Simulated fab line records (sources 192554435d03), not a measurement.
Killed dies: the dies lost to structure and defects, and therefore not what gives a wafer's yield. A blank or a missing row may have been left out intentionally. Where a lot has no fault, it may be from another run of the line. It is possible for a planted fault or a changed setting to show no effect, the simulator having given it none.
Comparing a struck lot with a sound one || flow n5_finfet || 25 out of 1938 route steps
Sound: these wafers, L213.1, L213.5, L213.6. Struck: wafer L233.5. (L233.3, L233.6 of the same lot were not struck and are left out.) The cause comes at the end.
Per side, at each step with rows, come the tool, then ch with its chambers, and then its first start. Under that, the readings that differ: sound wafers || struck wafers || difference of the means || sigmas: that difference in standard deviations of wafers without a fault.
alike: readings whose means differ by less than 2 such deviations, and words and numbers that are the same on both sides. not compared: withheld readings, readings that some wafer has no value for, bounds like >300 that may hide the same value, and numbers for which the record gives no deviation and whose values overlap.
A row with sigmas, a row that says differs or no value, or rows on one side alone: a step with any of these is where the two part. Non-overlapping numbers with no deviation appear without sigmas and do not part them. A reading that every wafer of one side lacks parts them only if that side has two wafers or more.

first, 9 steps without rows for these wafers: N5_BEOL_M2_EXPOSE_08 (exposes mask M2); N5_BEOL_M2_PEB_09 (peb time 60 s); N5_BEOL_M2_DEVELOP_10 (develop time 30 s); N5_BEOL_M2_DESCUM_16 (chemistry O2, time 7 s); N5_BEOL_M2_ETCH_74 (etches underlayer in N2/H2, target depth 6.5 nm, time 5.2 s); N5_BEOL_M2_ETCH_63 (etches SiARC in CF4, target depth 15.6 nm, time 26 s); N5_BEOL_M2_ETCH_64 (etches SOC in N2/H2, target depth 75 nm, overetch 22.5 nm, time 121.9 s); N5_BEOL_M2_STRIP_65 (strips in N2/H2); N5_BEOL_M2_STRIP_75 (strips in N2/H2).
N5_BEOL_M2_STRIP_66: strips in CF4.
  sound on rie_diel-03 ch 2,3, day 7 03:25; struck on rie_diel-03 ch 1, day 12 15:56
{"reading": "throttle_valve_pct (%)", "sound": "13.80 13.67 13.79", "struck": 13.12, "difference": -0.63, "sigmas": -2}
  alike: drypump_motor_current_A, oes_product_au, rf_fwd_power_W, rf_vpp_V, showerhead_plenum_p_Torr
  not compared: rf_hours_counter_h
then, 11 steps without rows for these wafers: N5_BEOL_M2_HM_OPEN_17 (chemistry Cl2/BCl3, target TiN, target depth 20 nm, overetch 6 nm); N5_BEOL_M2_STRIP_19 (strips in O2); N5_BEOL_M2_COAT_67 (time 60 s, resist thk 60 nm); N5_BEOL_M2_COAT_68 (time 60 s, resist thk 12 nm); N5_BEOL_M2_COAT_76 (time 60 s, resist thk 5 nm); N5_BEOL_M2_COAT_22 (resist thk 30 nm); N5_BEOL_M2_EBR_24; N5_BEOL_M2_SOFTBAKE_23 (time 60 s); N5_BEOL_M2_EXPOSE_25 (exposes mask V1, defocus 5 nm); N5_BEOL_M2_PEB_26 (peb time 60 s); N5_BEOL_M2_DEVELOP_27 (develop time 30 s).
N5_BEOL_M2_INSPECT_30: inspects for defects (brightfield).
  sound on defect_inspect-01, day 7 04:11; struck on defect_inspect-01, day 12 16:42
{"reading": "raw_defect_count", "sound": "422 304 466", "struck": 778, "difference": "+381", "sigmas": "+4"}
then, 1 step without rows for these wafers: N5_BEOL_M2_DESCUM_33 (chemistry O2, time 7 s).
N5_BEOL_M4_RC_MEAS_101:
  sound on prober-02 ch 0, day 8 05:14; struck on prober-02 ch 0, day 14 08:01
{"reading": "DIBL_N (mV/V)", "sound": "36.9 37.7 34.2", "struck": 42.4, "difference": "+6.1", "sigmas": "+3"}
{"reading": "DIBL_P (mV/V)", "sound": "36.2 38.0 33.5", "struck": 44.0, "difference": "+8.1", "sigmas": "+3"}
{"reading": "IOFF_N (nA/um)", "sound": "0.19 0.20 0.11", "struck": 0.32, "difference": "+0.15", "sigmas": "+3"}
{"reading": "IOFF_P (nA/um)", "sound": "0.22 0.26 0.17", "struck": 0.37, "difference": "+0.15", "sigmas": "+3"}
{"reading": "ION_N (uA/um)", "sound": "675 681 648", "struck": 699, "difference": "+31", "sigmas": "+2"}
{"reading": "SS_N (mV/dec)", "sound": "71.6 71.6 70.9", "struck": 74.0, "difference": "+2.6", "sigmas": "+4"}
  alike: ION_P, SS_P, VT_N, VT_P
-- here the record skips 5 days between the struck wafers' starts before and after, leaving off in module BEOL_M4 and picking up in module PASSIVATION (first step shown: number 1936 of the route) --
N5_PASSIVATION_PROBE_49:
  sound on prober-01, day 12 10:32; struck on prober-02, day 19 07:18
{"reading": "defect_limited_yield (%)", "sound": "91.4 90.8 92.3", "struck": 86.4, "difference": -5.1, "sigmas": -4}
{"reading": "killed_at_M0_to_M3", "sound": "23 34 32", "struck": 97, "difference": "+67", "sigmas": "+7"}
{"reading": "killed_dies", "sound": "102 109 91", "struck": 161, "difference": "+60", "sigmas": "+4"}
{"reading": "killed_on_rim", "sound": "14 10 15", "struck": 29, "difference": "+16", "sigmas": "+4"}
{"reading": "sort_bin_4_leakage (%)", "sound": "0 0 0", "struck": 0.8, "difference": "+0.8", "sigmas": "+3"}
{"reading": "sort_bin_5_function (%)", "sound": "5.7 5.1 4.7", "struck": 9.7, "difference": "+4.5", "sigmas": "+5"}
{"reading": "sort_n_pass", "sound": "1078 1071 1088", "struck": 1009, "difference": -70, "sigmas": -4}
{"reading": "sort_yield_pct (%)", "sound": "91.4 90.8 92.2", "struck": 85.5, "difference": -6.0, "sigmas": -4}
  alike: killed_at_M4_up, killed_at_contacts, killed_at_front_end, killed_at_other, killed_open, killed_short, sort_bin_6_memory, sort_bin_8_speed

== WHERE THEY PART ==
Last at N5_PASSIVATION_PROBE_49 as far as this record goes, first at N5_BEOL_M2_STRIP_66.

WHY: what the simulator had put in
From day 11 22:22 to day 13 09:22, rie_diel-03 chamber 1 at N5_BEOL_M2_STRIP_66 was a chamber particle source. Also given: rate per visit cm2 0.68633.
